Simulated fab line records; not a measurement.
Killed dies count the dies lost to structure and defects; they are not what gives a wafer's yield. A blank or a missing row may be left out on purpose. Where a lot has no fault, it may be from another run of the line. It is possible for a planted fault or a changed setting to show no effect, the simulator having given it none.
fab line records	flow nandHarc
record: lots: 24	wafers: 72	lastDay: 33
route steps=1302 shown A_STAIRCASE@834
lots that met no fault: from a run of the same line without faults
startH: start of the lot's first displayed wafer, in hours after the record's first day	waitH: hours since the lot's step before	" repeats the value in the row above	L1.1+2: a row that stands for several wafers	- value missing, or start not given	* or withheld: withheld	< > ~ a bound
route shown NAME@n: NAME is a module with steps in the file, n the number in the route of the first one	usual: mean/standard deviation taken from wafers without a fault	same: alike in all rows	chamber/n: place in a boat	sites: readings site by site	_std_site: the values' standard deviation	_edge_site: outer sites' mean less inner sites'	radiusMm: for every site, how far away it sits from the centre of the wafer	mask NAME#n: copy n	behind: the tool/chamber that last shaped the wafer	hold: cause of the lot's hold/its duration in hours/its outcome	device: transistor that didn't switch, given as n, p or np	end of line: tests of these same wafers at the route's end	where a step has no rows: the recipe by itself	killed: dies that structure and defects cost at the first sort, which is not the same as the wafer's yield	map: a wafer's dies, marking killed ones x, the rest . and places with no die _
set.NAME: setting as actually run; set.NAME@STEP: the setting as run at that earlier step	model.NAME: the simulator's own value behind a step, which no gauge read
the route's steps for a sample of lots (tables are steps, rows are wafers)
services: when a tool's chamber went out of use (startH, in hours from the record's first day, below 0 if earlier), for how many hours, and the reason
== steps ==
step: NHARC_A_STAIRCASE_ETCH_453
recipe: targetDepthA: 300	overetchA: 30	timeS: 16.5	ionEnergyEv: 100	cf4FlowSccm: 80	o2FlowSccm: 20	arFlowSccm: 0	rfW: 300	biasW: 100	chemistry: CF4/O2
usual: biasW: 100.0/0.3	drypumpMotorCurrentA: 5.9/0.59	oesProductAu: 1.000/0.0078	rfVppV: 197.8/1.4	showerheadPlenumPTorr: 1.33/0.059	throttleValvePct: 13.397/0.0093
lot.wafer	tool	chamber	startH	waitH	biasW	drypumpMotorCurrentA	oesProductAu	rfHoursCounterH	rfVppV	showerheadPlenumPTorr	throttleValvePct
L074.2	rieDiel-07	3	-	-	100.3	6.3	1.004	24	198.4	1.39	13.395
L074.1	"	1	"	"	100.2	6.1	1.004	26	199.5	1.33	13.392
L074.5	"	3	"	"	99.9	6.3	1.006	-	200.1	1.39	13.395
L075.3	rieDiel-13	2	-	-	99.9	4.8	1.001	19	196.9	1.28	13.401
L075.1	"	3	"	"	100.0	5.7	1.009	14	200.8	1.44	13.403
L075.2	"	1	"	"	99.5	6.6	0.987	19	197.7	1.37	13.410
L077.2	rieDiel-13	1	-	-	100.0	6.6	0.986	19	197.7	1.37	13.400
L077.6	"	0	"	"	100.0	6.5	0.995	-	196.7	1.29	13.409
L077.5	"	1	"	"	100.3	6.6	0.984	-	199.3	1.37	13.394
L076.1	rieDiel-07	0	-	-	100.1	5.0	1.007	32	196.5	1.25	13.394
L076.4	"	1	"	"	99.6	6.1	1.007	32	197.1	1.33	13.385
L076.5	"	3	"	"	99.7	6.3	0.992	-	199.0	1.39	13.400
L078.1	rieDiel-13	0	-	-	100.2	6.5	0.998	18	196.6	1.29	13.412
L078.3	"	1	"	"	100.4	6.6	0.997	23	197.6	1.37	13.401
L078.5	"	3	"	"	99.7	5.7	0.994	-	200.4	1.44	13.383
L079.2	rieDiel-07	0	-	-	99.9	5.0	1.011	41	195.8	1.24	13.397
L079.4	"	2	"	"	100.6	5.5	0.995	40	198.0	1.31	13.393
L079.5	"	0	"	"	100.2	5.0	1.015	-	194.7	1.24	13.399
L080.2	rieDiel-05	0	-	-	100.3	6.4	0.998	5	198.4	1.42	13.400
L080.4	"	2	"	"	99.7	6.1	0.998	7	195.8	1.29	13.397
L080.5	"	0	"	"	100.4	6.4	1.000	-	200.3	1.42	13.400
L081.2	rieDiel-13	2	-	-	100.5	4.8	1.004	38	196.7	1.28	13.401
L081.3	"	0	"	"	99.7	6.5	0.998	32	197.5	1.29	13.380
L081.6	"	1	"	"	99.9	6.6	0.989	-	199.0	1.37	13.384
L082.3	rieDiel-05	3	-	-	99.9	6.1	1.001	22	197.9	1.33	13.403
L082.4	"	1	"	"	100.4	5.5	0.983	23	196.7	1.32	13.373
L082.2	"	2	"	"	99.9	6.1	0.983	25	195.9	1.29	13.409
L084.3	rieDiel-13	0	-	-	99.7	6.5	1.002	41	196.8	1.29	13.404
L084.4	"	2	"	"	99.7	4.8	0.994	47	196.0	1.28	13.392
L084.5	"	3	"	"	100.0	5.7	1.006	-	200.1	1.44	13.380
L085.1	rieDiel-07	0	-	-	99.8	5.0	1.005	2	195.2	1.24	13.402
L085.6	"	3	"	"	100.0	6.3	0.993	-	198.7	1.39	13.413
L085.5	"	0	"	"	99.3	5.0	1.000	-	197.7	1.24	13.393
L083.4	rieDiel-05	2	-	-	100.5	6.1	0.992	27	196.0	1.29	13.407
L083.2	"	3	"	"	99.7	6.1	0.999	25	197.7	1.33	13.388
L083.6	"	2	"	"	100.3	6.1	0.993	-	197.2	1.29	13.400
L086.1	rieDiel-13	1	-	-	100.4	6.6	1.008	50	199.4	1.36	13.384
L086.4	"	2	"	"	99.9	4.8	1.003	50	197.1	1.28	13.389
L086.5	"	2	"	"	100.1	4.8	0.997	-	196.0	1.28	13.400
L087.1	rieDiel-07	3	-	-	99.9	6.3	0.999	7	198.7	1.38	13.386
L087.4	"	1	"	"	100.0	6.0	1.004	11	197.8	1.32	13.398
L087.6	"	3	"	"	99.6	6.3	0.997	-	199.3	1.39	13.409
L088.4	rieDiel-13	3	-	-	100.1	5.7	1.006	51	200.7	1.43	13.394
L088.2	"	0	"	"	100.6	6.4	0.998	46	197.5	1.29	13.395
L088.1	"	1	"	"	99.6	6.6	0.985	54	199.4	1.36	13.402
L089.4	rieDiel-07	2	-	-	100.7	5.5	0.988	11	197.9	1.31	13.403
L089.1	"	3	"	"	100.2	6.3	0.984	9	197.9	1.38	13.412
L089.6	"	2	"	"	100.1	5.5	0.992	-	198.3	1.31	13.403
L090.4	rieDiel-13	3	-	-	99.9	5.7	0.991	4	199.7	1.43	13.400
L090.1	"	0	"	"	100.3	6.5	1.009	4	195.9	1.29	13.398
L090.5	"	0	"	"	100.3	6.5	1.010	-	197.1	1.29	13.400
L091.1	rieDiel-13	1	-	-	99.9	6.5	1.006	15	197.6	1.36	13.403
L091.4	"	3	"	"	100.0	5.7	0.997	15	199.7	1.43	13.409
L091.6	"	1	"	"	100.0	6.6	0.996	-	198.6	1.36	13.393
L092.4	rieDiel-13	1	-	-	99.6	6.6	0.990	16	197.9	1.36	13.400
L092.6	"	3	"	"	99.5	5.7	0.997	-	199.5	1.43	13.399
L092.5	"	0	"	"	100.3	6.4	1.003	-	196.4	1.28	13.393
L093.1	rieDiel-13	2	-	-	99.8	4.8	0.998	17	196.6	1.27	13.389
L093.6	"	3	"	"	100.3	5.7	0.995	-	199.5	1.43	13.368
L093.5	"	0	"	"	100.3	6.4	1.008	-	198.7	1.28	13.407
L094.4	rieDiel-13	0	-	-	99.8	6.5	1.006	16	195.2	1.28	13.400
L094.1	"	3	"	"	99.7	5.7	1.004	18	198.4	1.43	13.398
L094.5	"	1	"	"	100.0	6.5	1.001	-	198.1	1.36	13.388
L097.2	rieDiel-05	3	-	-	99.3	6.1	0.999	1	198.7	1.32	13.411
L097.5	"	3	"	"	99.3	6.1	0.996	-	198.8	1.32	13.385
L097.6	"	0	"	"	100.1	6.4	1.001	-	198.8	1.40	13.380
L095.2	rieDiel-07	2	-	-	100.2	5.5	1.006	37	197.5	1.30	13.385
L095.1	"	3	"	"	99.9	6.3	0.984	34	198.8	1.38	13.400
L095.4	"	0	"	"	100.3	5.0	0.993	35	195.4	1.24	13.404
L096.2	rieDiel-05	3	-	-	100.0	6.1	0.999	7	196.4	1.32	13.391
L096.4	"	0	"	"	100.1	6.4	1.000	7	199.5	1.40	13.398
L096.6	"	2	"	"	99.6	6.2	1.012	-	194.2	1.28	13.391
step: NHARC_A_STAIRCASE_STRIP_316
recipe: o2FlowSccm: 500	arFlowSccm: 0	biasW: 0	chemistry: O2
usual: drypumpMotorCurrentA: 5.9/0.58	oesProductAu: 0.999/0.0075	rfVppV: 57.7/0.88	showerheadPlenumPTorr: 3.52/0.15	throttleValvePct: 17.038/0.0088
same: biasW: 0
lot.wafer	tool	chamber	startH	waitH	drypumpMotorCurrentA	oesProductAu	rfHoursCounterH	rfVppV	showerheadPlenumPTorr	throttleValvePct
L074.2	rieDiel-07	2	-	-	5.6	0.985	26	57.2	3.48	17.024
L074.1	"	0	"	"	5.0	1.012	25	56.7	3.31	17.037
L074.5	"	1	"	"	6.1	0.993	-	59.0	3.51	17.038
L075.3	rieDiel-13	3	-	-	5.7	1.005	15	56.7	3.80	17.022
L075.2	"	0	"	"	6.5	1.010	15	59.0	3.42	17.029
L075.1	"	1	"	"	6.6	0.990	20	58.8	3.61	17.051
L077.2	rieDiel-13	3	-	-	5.7	1.006	15	58.6	3.80	17.026
L077.6	"	2	"	"	4.8	0.992	-	57.6	3.39	17.049
L077.5	"	3	"	"	5.7	1.002	-	58.6	3.80	17.052
L076.1	rieDiel-07	0	-	-	5.0	1.000	32	57.1	3.31	17.041
L076.4	"	1	"	"	6.0	1.005	32	58.1	3.51	17.036
L076.5	"	0	"	"	5.0	1.006	-	56.7	3.31	17.044
L078.1	rieDiel-13	0	-	-	6.5	0.998	18	57.1	3.42	17.049
L078.3	"	1	"	"	6.6	0.996	23	55.7	3.61	17.029
L078.5	"	0	"	"	6.5	1.000	-	57.7	3.42	17.049
L079.2	rieDiel-07	3	-	-	6.3	1.010	40	57.2	3.67	17.039
L079.4	"	1	"	"	6.1	1.015	41	58.2	3.50	17.039
L079.5	"	2	"	"	5.5	1.002	-	58.3	3.47	17.052
L080.2	rieDiel-05	3	-	-	6.1	0.994	6	57.2	3.52	17.045
L080.4	"	0	"	"	6.4	0.991	5	58.2	3.74	17.030
L080.5	"	1	"	"	5.6	0.992	-	58.2	3.51	17.026
L081.2	rieDiel-13	3	-	-	5.7	0.997	31	57.4	3.79	17.047
L081.3	"	0	"	"	6.5	1.005	32	58.0	3.41	17.063
L081.6	"	0	"	"	6.5	1.002	-	57.4	3.41	17.037
L082.2	rieDiel-05	2	-	-	6.2	0.982	26	58.2	3.41	17.040
L082.4	"	3	"	"	6.1	1.006	23	58.1	3.51	17.034
L082.3	"	0	"	"	6.4	0.990	21	59.0	3.73	17.032
L084.3	rieDiel-13	0	-	-	6.5	0.995	41	57.2	3.41	17.033
L084.5	"	3	"	"	5.7	0.997	-	58.4	3.78	17.034
L084.4	"	0	"	"	6.5	1.002	-	58.5	3.41	17.027
L085.1	rieDiel-07	3	-	-	6.3	1.003	2	57.6	3.66	17.035
L085.5	"	2	"	"	5.6	0.998	-	58.3	3.46	17.042
L085.6	"	3	"	"	6.3	0.997	-	58.3	3.66	17.038
L083.2	rieDiel-05	2	-	-	6.2	0.993	28	57.2	3.40	17.029
L083.4	"	0	"	"	6.4	0.998	23	58.5	3.72	17.031
L083.6	"	3	"	"	6.1	1.006	-	57.7	3.51	17.049
L086.4	rieDiel-13	0	-	-	6.5	0.989	46	55.8	3.41	17.037
L086.1	"	2	"	"	4.8	1.004	51	57.7	3.38	17.030
L086.5	"	0	"	"	6.5	0.997	-	56.5	3.41	17.038
L087.1	rieDiel-07	1	-	-	6.0	0.991	11	58.2	3.49	17.031
L087.4	"	2	"	"	5.5	0.996	8	57.0	3.46	17.030
L087.6	"	1	"	"	6.0	0.999	-	57.7	3.49	17.034
L088.2	rieDiel-13	0	-	-	6.4	1.005	46	56.7	3.41	17.042
L088.1	"	1	"	"	6.6	0.988	55	57.8	3.60	17.042
L088.4	"	2	"	"	4.9	1.010	55	57.4	3.38	17.042
L089.1	rieDiel-07	0	-	-	5.0	1.001	13	55.3	3.29	17.036
L089.4	"	1	"	"	6.1	1.006	14	58.1	3.49	17.032
L089.6	"	1	"	"	6.1	1.006	-	57.2	3.49	17.056
L090.4	rieDiel-13	0	-	-	6.5	1.006	5	57.7	3.40	17.049
L090.1	"	3	"	"	5.7	0.998	5	58.2	3.78	17.032
L090.5	"	0	"	"	6.5	1.006	-	57.2	3.40	17.037
L091.1	rieDiel-13	3	-	-	5.7	0.997	15	58.6	3.77	17.043
L091.4	"	1	"	"	6.6	1.002	16	57.5	3.59	17.031
L091.6	"	3	"	"	5.7	0.998	-	57.5	3.77	17.036
L092.4	rieDiel-13	1	-	-	6.6	1.005	16	58.6	3.59	17.031
L092.5	"	2	"	"	4.8	0.994	-	57.9	3.37	17.016
L092.6	"	3	"	"	5.7	0.984	-	58.7	3.77	17.048
L093.1	rieDiel-13	3	-	-	5.7	0.999	16	59.1	3.77	17.041
L093.6	"	0	"	"	6.4	1.005	-	56.9	3.40	17.034
L093.5	"	1	"	"	6.6	0.995	-	58.1	3.59	17.050
L094.4	rieDiel-13	0	-	-	6.5	0.996	16	57.3	3.40	17.036
L094.1	"	1	"	"	6.6	0.983	19	58.7	3.58	17.032
L094.5	"	2	"	"	4.8	1.001	-	56.2	3.36	17.028
L097.2	rieDiel-05	2	-	-	6.2	0.992	2	56.9	3.39	17.036
L097.5	"	3	"	"	6.1	1.002	-	56.8	3.49	17.056
L097.6	"	0	"	"	6.4	0.985	-	58.5	3.71	17.038
L095.1	rieDiel-07	2	-	-	5.5	1.003	38	57.3	3.44	17.017
L095.2	"	0	"	"	5.0	1.014	35	56.9	3.28	17.025
L095.4	"	1	"	"	6.1	1.000	39	58.0	3.47	17.042
L096.4	rieDiel-05	2	-	-	6.2	0.997	9	55.4	3.38	17.042
L096.2	"	3	"	"	6.1	1.013	7	56.8	3.49	17.054
L096.6	"	2	"	"	6.2	0.999	-	57.3	3.38	17.042
step: NHARC_A_STAIRCASE_DEP_417
recipe: targetThkA: 600	stepCoveragePct: 20	tempC: 400	targetThkNm: 60	flowSccm: 200	rfW: 450	material: Si3N4
usual: heaterPowerW: 745/78
lot.wafer	tool	chamber	startH	waitH	heaterPowerW
L074.1	pecvd-02	0	390.07	-	791
L074.2	"	2	"	"	665
L074.5	"	2	"	"	691
L075.1	pecvd-03	2	409.16	-	739
L075.2	"	0	"	"	832
L075.3	"	1	"	"	810
L077.2	pecvd-03	1	409.48	-	824
L077.5	"	0	"	"	756
L077.6	"	1	"	"	813
L076.1	pecvd-03	0	409.98	-	731
L076.5	"	1	"	"	760
L076.4	"	2	"	"	856
L078.1	pecvd-03	0	427.65	-	776
L078.3	"	2	"	"	759
L078.5	"	0	"	"	772
L079.2	pecvd-02	1	439.11	-	647
L079.4	"	2	"	"	661
L079.5	"	0	"	"	776
L080.2	pecvd-02	2	440.56	-	633
L080.5	"	1	"	"	635
L080.4	"	2	"	"	640
L081.3	pecvd-03	2	464.50	-	828
L081.2	"	0	"	"	845
L081.6	"	0	"	"	863
L082.2	pecvd-04	0	484.34	-	736
L082.3	"	1	"	"	699
L082.4	"	1	"	"	695
L084.3	pecvd-02	2	491.36	-	754
L084.4	"	0	"	"	835
L084.5	"	1	"	"	653
L085.1	pecvd-04	1	491.82	-	789
L085.5	"	2	"	"	779
L085.6	"	0	"	"	600
L083.2	pecvd-04	1	493.14	-	783
L083.4	"	1	"	"	783
L083.6	"	2	"	"	905
L086.1	pecvd-04	1	506.45	-	782
L086.5	"	2	"	"	885
L086.4	"	1	"	"	793
L087.1	pecvd-04	1	526.12	-	700
L087.4	"	2	"	"	817
L087.6	"	0	"	"	611
L088.2	pecvd-02	0	526.19	-	780
L088.1	"	2	"	"	637
L088.4	"	0	"	"	788
L089.1	pecvd-03	0	529.76	-	748
L089.4	"	0	"	"	744
L089.6	"	1	"	"	780
L090.1	pecvd-02	1	546.39	-	593
L090.5	"	1	"	"	607
L090.4	"	2	"	"	732
L091.1	pecvd-03	1	571.24	-	834
L091.6	"	1	"	"	838
L091.4	"	2	"	"	727
L092.5	pecvd-03	1	572.25	-	833
L092.4	"	2	"	"	769
L092.6	"	0	"	"	815
L093.1	pecvd-02	0	576.57	-	848
L093.6	"	0	"	"	873
L093.5	"	2	"	"	757
L094.1	pecvd-04	2	582.81	-	842
L094.5	"	1	"	"	798
L094.4	"	2	"	"	851
L097.2	pecvd-02	2	606.90	-	673
L097.5	"	0	"	"	684
L097.6	"	2	"	"	678
L095.2	pecvd-04	1	607.15	-	728
L095.1	"	0	"	"	677
L095.4	"	0	"	"	661
L096.2	pecvd-03	2	619.14	-	713
L096.4	"	0	"	"	772
L096.6	"	1	"	"	779
step: NHARC_A_STAIRCASE_ALD_420
recipe: targetThkA: 200	pulseTimeS: 6	aldCycles: 200	tempC: 300	material: SiO2
usual: heaterPowerW: 474/35	precursorPulseHeightRel: 1.000/0.02
lot.wafer	tool	chamber	startH	waitH	heaterPowerW	precursorPulseHeightRel
L074.2	aldHk-04	2	392.95	-	461	1.012
L074.1	"	3	"	"	513	1.000
L074.5	"	2	"	"	466	1.025
L075.2	aldHk-04	0	411.93	-	488	0.982
L075.3	"	1	"	"	430	0.996
L075.1	"	2	"	"	473	0.962
L076.1	aldHk-03	1	412.25	-	423	0.973
L076.4	"	2	"	"	477	0.992
L076.5	"	0	"	"	493	1.027
L077.2	aldHk-01	3	413.26	-	494	1.043
L077.5	"	0	"	"	524	0.977
L077.6	"	1	"	"	441	0.985
L078.3	aldHk-01	2	432.11	-	507	0.988
L078.1	"	3	"	"	474	0.997
L078.5	"	2	"	"	497	0.971
L079.4	aldHk-04	3	442.51	-	495	1.010
L079.2	"	0	"	"	501	1.011
L079.5	"	3	"	"	510	1.001
L080.2	aldHk-04	0	443.47	-	502	0.985
L080.4	"	2	"	"	477	1.012
L080.5	"	0	"	"	495	0.970
L081.3	aldHk-03	0	467.21	-	500	1.011
L081.2	"	1	"	"	412	1.035
L081.6	"	0	"	"	494	1.004
L082.4	aldHk-03	2	487.22	-	481	0.994
L082.3	"	3	"	"	483	1.024
L082.2	"	0	"	"	492	1.019
L085.1	aldHk-01	0	493.99	-	462	1.022
L085.5	"	0	"	"	468	1.007
L085.6	"	1	"	"	424	0.953
L084.4	aldHk-03	1	494.14	-	425	1.003
L084.3	"	2	"	"	473	0.999
L084.5	"	0	"	"	488	1.027
L083.2	aldHk-03	1	495.87	-	425	1.005
L083.4	"	3	"	"	497	1.011
L083.6	"	1	"	"	430	1.012
L086.4	aldHk-01	2	509.23	-	523	0.999
L086.1	"	3	"	"	475	0.994
L086.5	"	1	"	"	432	1.004
L088.2	aldHk-01	3	528.75	-	491	1.000
L088.4	"	1	"	"	432	0.990
L088.1	"	2	"	"	517	0.995
L087.4	aldHk-03	3	528.90	-	476	1.005
L087.1	"	1	"	"	420	0.978
L087.6	"	3	"	"	493	0.969
L089.4	aldHk-01	0	532.43	-	461	1.005
L089.1	"	3	"	"	503	0.988
L089.6	"	1	"	"	433	0.991
L090.4	aldHk-04	0	549.27	-	498	0.963
L090.1	"	1	"	"	417	0.982
L090.5	"	0	"	"	508	0.974
L092.4	aldHk-01	0	575.84	-	462	1.041
L092.6	"	3	"	"	493	0.991
L092.5	"	0	"	"	475	1.012
L091.1	aldHk-04	0	575.90	-	502	1.011
L091.4	"	1	"	"	421	0.984
L091.6	"	0	"	"	495	0.999
L093.1	aldHk-03	3	579.60	-	461	1.014
L093.6	"	1	"	"	400	0.986
L093.5	"	2	"	"	464	0.971
L094.1	aldHk-01	3	585.64	-	484	1.016
L094.4	"	1	"	"	415	1.018
L094.5	"	3	"	"	500	1.012
L095.1	aldHk-03	1	609.52	-	410	0.987
L095.2	"	2	"	"	476	1.051
L095.4	"	0	"	"	512	1.045
L097.2	aldHk-04	1	609.84	-	414	0.998
L097.5	"	3	"	"	516	0.989
L097.6	"	0	"	"	497	0.966
L096.4	aldHk-04	3	622.51	-	500	0.974
L096.2	"	1	"	"	418	1.018
L096.6	"	3	"	"	501	1.007
step: NHARC_A_STAIRCASE_DEP_325
recipe: targetThkA: 72000	tempC: 400	targetThkNm: 7200	teosFlowSccm: 200	rfW: 500	material: SiO2
usual: heaterPowerW: 689/86
lot.wafer	tool	chamber	startH	waitH	heaterPowerW
L074.2	pecvd-03	1	419.35	0.2	762
L074.1	"	2	"	"	699
L074.5	"	0	"	"	670
L076.1	pecvd-03	2	436.57	0.1	688
L076.4	"	2	"	"	645
L076.5	"	0	"	"	692
L077.2	pecvd-04	2	436.57	0.1	801
L077.6	"	2	"	"	687
L077.5	"	0	"	"	547
L075.2	pecvd-02	1	436.58	0.1	603
L075.3	"	2	"	"	700
L075.1	"	0	"	"	831
L078.3	pecvd-03	1	457.13	0.1	829
L078.1	"	2	"	"	772
L078.5	"	1	"	"	686
L080.2	pecvd-03	0	467.87	0.1	753
L080.5	"	0	"	"	668
L080.4	"	1	"	"	676
L079.2	pecvd-04	1	467.96	0.2	786
L079.4	"	0	"	"	575
L079.5	"	1	"	"	613
L081.3	pecvd-03	0	492.39	0.1	754
L081.2	"	1	"	"	827
L081.6	"	1	"	"	685
L082.2	pecvd-04	0	512.95	0.1	724
L082.3	"	1	"	"	724
L082.4	"	1	"	"	626
L085.1	pecvd-04	0	519.11	0.2	741
L085.5	"	0	"	"	577
L085.6	"	1	"	"	624
L084.3	pecvd-02	0	519.21	0.3	793
L084.4	"	1	"	"	503
L084.5	"	0	"	"	671
L083.2	pecvd-03	2	519.26	0.3	749
L083.4	"	0	"	"	684
L083.6	"	2	"	"	669
L086.1	pecvd-04	2	536.52	0.3	889
L086.5	"	0	"	"	574
L086.4	"	1	"	"	635
L089.1	pecvd-02	2	554.32	0.1	704
L089.4	"	2	"	"	627
L089.6	"	0	"	"	676
L088.2	pecvd-04	2	554.32	0.1	750
L088.1	"	1	"	"	750
L088.4	"	1	"	"	634
L087.1	pecvd-02	1	554.98	0.7	597
L087.6	"	0	"	"	685
L087.4	"	2	"	"	619
L090.1	pecvd-03	0	576.46	0.3	716
L090.5	"	2	"	"	659
L090.4	"	0	"	"	664
L093.1	pecvd-03	0	600.71	0.1	660
L093.6	"	1	"	"	661
L093.5	"	2	"	"	659
L091.1	pecvd-04	0	600.86	0.2	695
L091.4	"	0	"	"	583
L091.6	"	0	"	"	579
L092.6	pecvd-03	0	601.58	0.9	645
L092.4	"	1	"	"	693
L092.5	"	2	"	"	655
L094.1	pecvd-03	1	611.35	0.3	799
L094.5	"	2	"	"	647
L094.4	"	0	"	"	643
L097.2	pecvd-03	0	635.25	0.2	789
L097.5	"	2	"	"	664
L097.6	"	0	"	"	660
L095.2	pecvd-02	2	635.41	0.3	743
L095.1	"	0	"	"	774
L095.4	"	2	"	"	634
L096.2	pecvd-02	1	647.75	0.2	537
L096.6	"	1	"	"	464
L096.4	"	2	"	"	644
step: NHARC_A_STAIRCASE_ETCHBACK_422
recipe: targetDepthA: 400	overEtchFrac: 0.3	timeS: 74.286	ionEnergyEv: 120	ch3fFlowSccm: 50	o2FlowSccm: 30	arFlowSccm: 200	rfW: 500	biasW: 100	chemistry: CH3F/O2
usual: biasW: 99.9/0.31	drypumpMotorCurrentA: 5.9/0.5	oesProductAu: 0.97/0.037	rfVppV: 244.2/1.6	showerheadPlenumPTorr: 2.45/0.1	throttleValvePct: 20.663/0.0096
lot.wafer	tool	chamber	startH	waitH	biasW	drypumpMotorCurrentA	oesProductAu	rfHoursCounterH	rfVppV	showerheadPlenumPTorr	throttleValvePct
L074.2	rieDiel-13	0	433.91	0.1	100.1	6.5	0.92	21	243.3	2.38	20.653
L074.1	"	1	"	"	99.7	6.6	0.92	26	244.8	2.52	20.663
L074.5	"	3	"	"	99.6	5.7	0.93	-	246.2	2.65	20.669
L076.1	rieDiel-05	0	453.89	0.1	100.2	6.4	0.99	9	247.8	2.61	20.670
L076.4	"	1	"	"	100.1	5.5	1.00	10	243.7	2.44	20.659
L076.5	"	1	"	"	100.2	5.5	1.00	-	243.6	2.44	20.656
L077.2	rieDiel-13	2	454.09	0.2	100.1	4.8	0.93	35	242.4	2.36	20.654
L077.6	"	0	"	"	99.9	6.5	0.93	-	242.0	2.38	20.666
L077.5	"	1	"	"	100.1	6.6	0.93	-	247.1	2.52	20.673
L075.1	rieDiel-05	2	454.22	0.1	99.8	6.2	1.00	12	244.3	2.37	20.681
L075.2	"	0	"	"	99.9	6.4	0.99	9	246.8	2.61	20.661
L075.3	"	1	"	"	99.8	5.5	1.00	10	245.0	2.44	20.663
L078.3	rieDiel-07	0	471.42	0.2	99.6	5.0	1.00	52	242.5	2.29	20.647
L078.1	"	2	"	"	100.3	5.5	0.99	52	244.6	2.41	20.662
L078.5	"	3	"	"	99.7	6.3	0.99	-	245.1	2.55	20.664
L080.2	rieDiel-07	2	482.25	0.1	100.8	5.5	1.00	0	241.2	2.41	20.655
L080.4	"	0	"	"	99.7	5.0	1.00	0	242.0	2.29	20.655
L080.5	"	1	"	"	99.8	6.0	1.02	-	243.8	2.43	20.665
L079.2	rieDiel-05	2	482.52	0.1	100.9	6.1	1.00	27	243.2	2.37	20.677
L079.4	"	3	"	"	100.0	6.1	0.99	24	243.8	2.44	20.657
L079.5	"	3	"	"	99.9	6.1	1.00	-	243.9	2.44	20.665
L081.2	rieDiel-07	0	507.64	0.2	100.0	5.0	0.96	7	241.6	2.29	20.659
L081.3	"	1	"	"	100.0	6.1	0.97	6	243.2	2.43	20.653
L081.6	"	3	"	"	99.8	6.3	0.94	-	245.5	2.55	20.662
L082.4	rieDiel-05	3	529.64	0.2	99.9	6.1	1.00	37	243.5	2.44	20.665
L082.3	"	0	"	"	100.4	6.4	0.99	38	244.9	2.59	20.660
L082.2	"	1	"	"	100.5	5.5	0.99	41	243.0	2.43	20.670
L085.1	rieDiel-13	3	535.62	0.1	100.4	5.7	1.00	2	245.8	2.64	20.649
L085.5	"	1	"	"	99.7	6.6	1.00	-	243.6	2.51	20.680
L085.6	"	3	"	"	100.5	5.7	1.00	-	245.6	2.64	20.664
L084.4	rieDiel-05	3	536.02	0.1	99.2	6.1	1.00	41	244.3	2.44	20.659
L084.3	"	0	"	"	99.9	6.4	0.99	42	245.3	2.59	20.670
L084.5	"	2	"	"	100.0	6.2	0.99	-	243.1	2.36	20.665
L083.2	rieDiel-07	2	536.37	0.1	100.0	5.6	0.90	16	244.0	2.40	20.660
L083.4	"	3	"	"	99.9	6.3	0.91	14	245.7	2.55	20.642
L083.6	"	2	"	"	99.7	5.6	0.92	-	243.3	2.40	20.661
L086.4	rieDiel-05	0	551.91	0.1	99.8	6.4	0.92	46	245.9	2.59	20.643
L086.1	"	1	"	"	99.8	5.5	0.92	50	243.8	2.43	20.690
L086.5	"	3	"	"	100.3	6.1	0.93	-	242.5	2.43	20.660
L088.2	rieDiel-05	1	568.71	0.1	100.0	5.5	0.93	57	245.0	2.42	20.668
L088.1	"	2	"	"	100.0	6.2	0.92	56	242.1	2.36	20.657
L088.4	"	0	"	"	99.9	6.4	0.93	52	246.1	2.59	20.652
L087.1	rieDiel-07	2	568.88	0.1	99.6	5.6	0.92	28	244.9	2.40	20.673
L087.4	"	3	"	"	99.9	6.3	0.92	26	246.6	2.54	20.672
L087.6	"	1	"	"	99.6	6.1	0.93	-	241.8	2.42	20.685
L089.1	rieDiel-13	1	569.81	0.2	100.0	6.6	1.01	16	244.0	2.50	20.663
L089.4	"	2	"	"	99.1	4.8	1.02	17	242.8	2.34	20.654
L089.6	"	3	"	"	99.8	5.7	1.00	-	245.4	2.63	20.666
L090.4	rieDiel-13	1	593.93	0.2	99.5	6.6	0.93	23	244.6	2.50	20.671
L090.1	"	2	"	"	100.1	4.8	0.92	25	243.1	2.34	20.687
L090.5	"	0	"	"	100.2	6.5	0.93	-	243.1	2.36	20.658
L092.4	rieDiel-13	3	615.67	0.1	99.5	5.7	0.93	29	247.5	2.63	20.659
L092.5	"	3	"	"	100.3	5.7	0.93	-	246.3	2.63	20.671
L092.6	"	0	"	"	99.6	6.5	0.94	-	243.6	2.36	20.656
L093.1	rieDiel-13	0	615.94	0.1	99.8	6.4	1.02	29	243.8	2.36	20.659
L093.5	"	3	"	"	99.0	5.7	1.00	-	247.0	2.63	20.654
L093.6	"	0	"	"	100.2	6.4	1.01	-	243.0	2.36	20.656
L091.4	rieDiel-05	0	615.98	0.1	100.0	6.4	0.99	8	245.5	2.58	20.663
L091.1	"	3	"	"	100.2	6.1	1.00	7	243.5	2.43	20.674
L091.6	"	0	"	"	100.2	6.4	1.00	-	245.9	2.58	20.672
L094.1	rieDiel-07	0	625.48	0.1	99.8	5.0	0.99	44	241.9	2.27	20.664
L094.4	"	2	"	"	100.2	5.5	0.97	46	244.0	2.39	20.670
L094.5	"	1	"	"	100.0	6.0	0.98	-	244.1	2.42	20.668
L097.2	rieDiel-07	1	649.42	0.2	99.6	6.0	0.92	55	244.6	2.41	20.674
L097.6	"	3	"	"	100.2	6.3	0.93	-	246.4	2.53	20.667
L097.5	"	0	"	"	100.0	5.0	0.92	-	242.3	2.27	20.662
L095.4	rieDiel-05	0	650.02	0.2	99.9	6.4	1.00	21	245.9	2.58	20.642
L095.2	"	1	"	"	100.4	5.5	1.00	21	242.8	2.41	20.669
L095.1	"	2	"	"	99.9	6.2	1.01	20	242.6	2.35	20.655
L096.2	rieDiel-07	1	664.18	0.2	100.2	6.1	1.00	1	244.4	2.41	20.664
L096.4	"	0	"	"	99.7	5.0	1.01	-	246.7	2.66	20.654
L096.6	"	1	"	"	100.4	6.1	0.99	-	243.5	2.41	20.660
== services ==
tool	chamber	startH	hours	kind
pecvd-03	-	366.16	13.0	pm
pecvd-04	1	381.27	7.6	repair
rieDiel-05	2	384.96	3.6	repair
pecvd-02	-	408.33	13.0	pm
rieDiel-05	-	409.10	9.0	pm
pecvd-02	-	430.83	1.3	repair
rieDiel-07	2	436.51	2.0	repair
rieDiel-13	3	439.10	9.3	repair
pecvd-02	-	443.18	1.0	repair
pecvd-04	-	450.06	13.0	pm
rieDiel-13	-	463.34	0.9	repair
rieDiel-07	-	472.66	9.0	pm
rieDiel-13	0	506.52	13.2	repair
rieDiel-05	1	511.35	3.4	repair
rieDiel-13	-	521.54	9.0	pm
rieDiel-13	2	534.40	2.0	repair
pecvd-04	1	546.31	3.5	repair
pecvd-03	-	547.16	13.0	pm
rieDiel-05	-	586.10	9.0	pm
pecvd-02	-	589.33	13.0	pm
pecvd-03	-	627.12	0.3	repair
rieDiel-07	-	649.66	9.0	pm
rieDiel-05	3	662.16	5.9	repair
rieDiel-07	3	662.54	3.8	repair
== key ==
fault none
